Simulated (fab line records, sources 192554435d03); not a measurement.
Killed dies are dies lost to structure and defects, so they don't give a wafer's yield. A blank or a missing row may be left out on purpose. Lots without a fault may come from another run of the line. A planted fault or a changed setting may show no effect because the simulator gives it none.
Chamber matching | flow n5_finfet | N5_BEOL_M8_CURE_74 on uv_cure-03: 3 sister chambers
The step cures SiCOH lowk, time 240 s. 18 wafers are shown with their chamber, then 9 later ones without.

WAFERS WITH THEIR CHAMBER
wafer  | chamber | wafer_temp_C_max | lamp_power_pct (%)
L075.1 | 0       | 386.6            | 52.35
L075.2 | 0       | 386.2            | 52.34
L075.3 | 0       | 386.2            | 52.33
L075.4 | 0       | 386.0            | 52.34
L075.5 | 0       | 386.4            | 52.32
L075.6 | 0       | 386.3            | 52.26
L084.3 | 1       | 386.5            | 52.39
L084.5 | 1       | 387.0            | 52.27
L084.6 | 1       | 387.5            | 52.24
L085.1 | 0       | 386.8            | 52.29
L085.3 | 0       | 386.2            | 52.34
L085.5 | 0       | 386.6            | 52.41
L087.1 | 2       | 386.4            | 52.30
L087.3 | 2       | 386.4            | 52.30
L087.4 | 2       | 386.9            | 52.36
L093.1 | 1       | 387.1            | 52.31
L093.2 | 1       | 386.6            | 52.37
L093.4 | 1       | 386.0            | 52.28

SIGNATURES (means of the wafers above)
reading          | chamber 0 | chamber 1 | chamber 2 | scatter within a chamber
wafer_temp_C_max | 386.367   | 386.783   | 386.567   | 0.372
lamp_power_pct   | 52.3311   | 52.3100   | 52.3200   | 0.0473
Rule: a wafer's distance from a chamber is the root of the sum, over the readings, of the square of ((its reading less the chamber's mean) divided by the reading's scatter). The wafer belongs to the nearest chamber; if the next one is less than 2 further off, it can't be placed. The scatter: the root of (the sum of the squares of (reading less its chamber's mean) over the shown wafers, divided by (wafers less chambers)).

WAFERS WITHOUT THEIR CHAMBER
wafer  | wafer_temp_C_max | lamp_power_pct (%)
L095.1 | 386.7            | 52.36
L095.5 | 386.7            | 52.34
L095.6 | 387.1            | 52.25
L095.2 | 386.7            | 52.32
L095.3 | 387.2            | 52.37
L095.4 | 387.0            | 52.28
L097.1 | 386.1            | 52.34
L097.4 | 386.1            | 52.31
L097.5 | 386.3            | 52.32

WHICH CHAMBER EACH WENT THROUGH
wafer  | from the rows above          | in truth
L095.1 | can't be placed: 2 or 1 or 0 | 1
L095.5 | can't be placed: 2 or 1 or 0 | 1
L095.6 | can't be placed: 1 or 2 or 0 | 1
L095.2 | can't be placed: 1 or 2 or 0 | 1
L095.3 | can't be placed: 1 or 2 or 0 | 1
L095.4 | can't be placed: 1 or 2 or 0 | 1
L097.1 | can't be placed: 0 or 2 or 1 | 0
L097.4 | can't be placed: 0 or 2 or 1 | 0
L097.5 | can't be placed: 0 or 2 or 1 | 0
Placed correctly: 0 of 9. Can't be placed from these rows: 9 (the true chamber is among the candidates in 9). Placed wrongly: 0.
